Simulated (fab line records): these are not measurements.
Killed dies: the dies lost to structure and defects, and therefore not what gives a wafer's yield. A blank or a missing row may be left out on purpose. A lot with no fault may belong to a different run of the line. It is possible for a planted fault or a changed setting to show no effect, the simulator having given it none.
Chamber matching / flow n5_finfet / N5_BEOL_M12_VIA_ETCH_16 on rie_diel-06: 4 sister chambers
The step etches SiOC in C4F8/O2/Ar, target depth 724.8 nm. 4 wafers are shown with their chamber, then 8 later ones without.

== WAFERS, EACH WITH ITS CHAMBER ==
wafer=L078.4; chamber=0; showerhead_plenum_p_Torr (Torr)=3.24
wafer=L081.5; chamber=1; showerhead_plenum_p_Torr (Torr)=3.62
wafer=L082.3; chamber=2; showerhead_plenum_p_Torr (Torr)=3.34
wafer=L087.1; chamber=3; showerhead_plenum_p_Torr (Torr)=3.50

== WAFERS WHOSE CHAMBER IS MISSING ==
wafer=L087.5; showerhead_plenum_p_Torr (Torr)=3.50
wafer=L087.6; showerhead_plenum_p_Torr (Torr)=3.33
wafer=L090.2; showerhead_plenum_p_Torr (Torr)=3.63
wafer=L090.3; showerhead_plenum_p_Torr (Torr)=3.60
wafer=L090.5; showerhead_plenum_p_Torr (Torr)=3.50
wafer=L088.1; showerhead_plenum_p_Torr (Torr)=3.60
wafer=L088.3; showerhead_plenum_p_Torr (Torr)=3.33
wafer=L088.4; showerhead_plenum_p_Torr (Torr)=3.62

== WHICH CHAMBER EACH WENT THROUGH ==
wafer=L087.5; from the rows above=3; in truth=3
wafer=L087.6; from the rows above=2; in truth=2
wafer=L090.2; from the rows above=1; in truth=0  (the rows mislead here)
wafer=L090.3; from the rows above=1; in truth=1
wafer=L090.5; from the rows above=3; in truth=3
wafer=L088.1; from the rows above=1; in truth=1
wafer=L088.3; from the rows above=2; in truth=2
wafer=L088.4; from the rows above=1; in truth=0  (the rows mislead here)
6 of 8 placed correctly. From these rows, 0 cannot be placed. Number placed wrongly: 2.
How it was worked out, from the rows above alone: a wafer's distance from a chamber is the root of the sum, over the readings, of the square of ((its reading less the chamber's mean) divided by the reading's scatter). If the next closest chamber is less than 2 further off than the closest, the wafer can't be placed; otherwise it belongs to the closest. The mean given for a chamber averages the wafers shown for that chamber. The scatter: with one shown wafer a chamber, the root of the mean of the squares of how far each hidden wafer lies from its nearest shown one.
